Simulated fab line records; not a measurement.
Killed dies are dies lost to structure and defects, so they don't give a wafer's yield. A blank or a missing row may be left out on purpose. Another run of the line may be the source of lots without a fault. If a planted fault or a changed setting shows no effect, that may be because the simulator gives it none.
Matching of chambers	flow nand harc	NHARC_A_CHANNEL_FILL_D2_ETCHBACK_19 on rie si-03: 4 sister chambers
The step etches the open film in HBr/Cl2, target depth 5 nm, time 1.7 s. 14 wafers are shown with their chamber, then 7 later ones without.

## WAFERS, EACH WITH ITS CHAMBER
wafer	chamber	throttle valve pct (%)	oes product au (a.u.)
L075.2	3	26.398	0.994
L075.5	3	26.421	1.001
L075.6	0	26.387	1.008
L077.2	1	26.415	0.987
L077.4	3	26.389	0.983
L077.6	3	26.397	0.977
L083.2	1	26.404	1.016
L083.4	3	26.394	0.993
L083.5	2	26.392	1.000
L087.1	2	26.389	1.006
L087.4	0	26.415	0.978
L087.6	0	26.408	0.986
L088.1	2	26.391	1.014
L088.2	3	26.393	0.990

SIGNATURES (means of the wafers above)
reading	chamber 0	chamber 1	chamber 2	chamber 3	scatter within a chamber
throttle valve pct	26.40333	26.40950	26.39067	26.39867	0.0107
oes product au	0.99067	1.00150	1.00667	0.98967	0.0117
Rule: for a wafer and a chamber, the distance is found by dividing, reading by reading, the gap between the wafer's reading and the chamber's mean by the reading's scatter, squaring, summing and taking the root. The wafer belongs to the nearest chamber; if the next one is less than 2 further off, it can't be placed. The scatter: take each reading less its chamber's mean, square it, sum over the shown wafers, divide by the number of wafers less the number of chambers, and take the root.

## WAFERS WITHOUT THEIR CHAMBER
wafer	throttle valve pct (%)	oes product au (a.u.)
L088.5	26.423	1.031
L094.1	26.405	1.020
L094.3	26.402	1.006
L094.4	26.405	1.018
L095.3	26.405	1.003
L095.5	26.398	0.988
L095.6	26.418	1.019

## EACH ONE'S CHAMBER
wafer	from the rows above	in truth
L088.5	can't be placed: 1 or 2 or 0 or 3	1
L094.1	can't be placed: 1 or 2 or 0 or 3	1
L094.3	can't be placed: 1 or 2 or 0 or 3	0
L094.4	can't be placed: 1 or 2 or 0 or 3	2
L095.3	can't be placed: 1 or 0 or 3 or 2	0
L095.5	can't be placed: 3 or 0 or 1 or 2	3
L095.6	can't be placed: 1 or 2 or 0 or 3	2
Correctly placed: 0 of 7. These rows do not allow placing 7 (true chamber among the candidates in 7). Wrongly placed: 0.
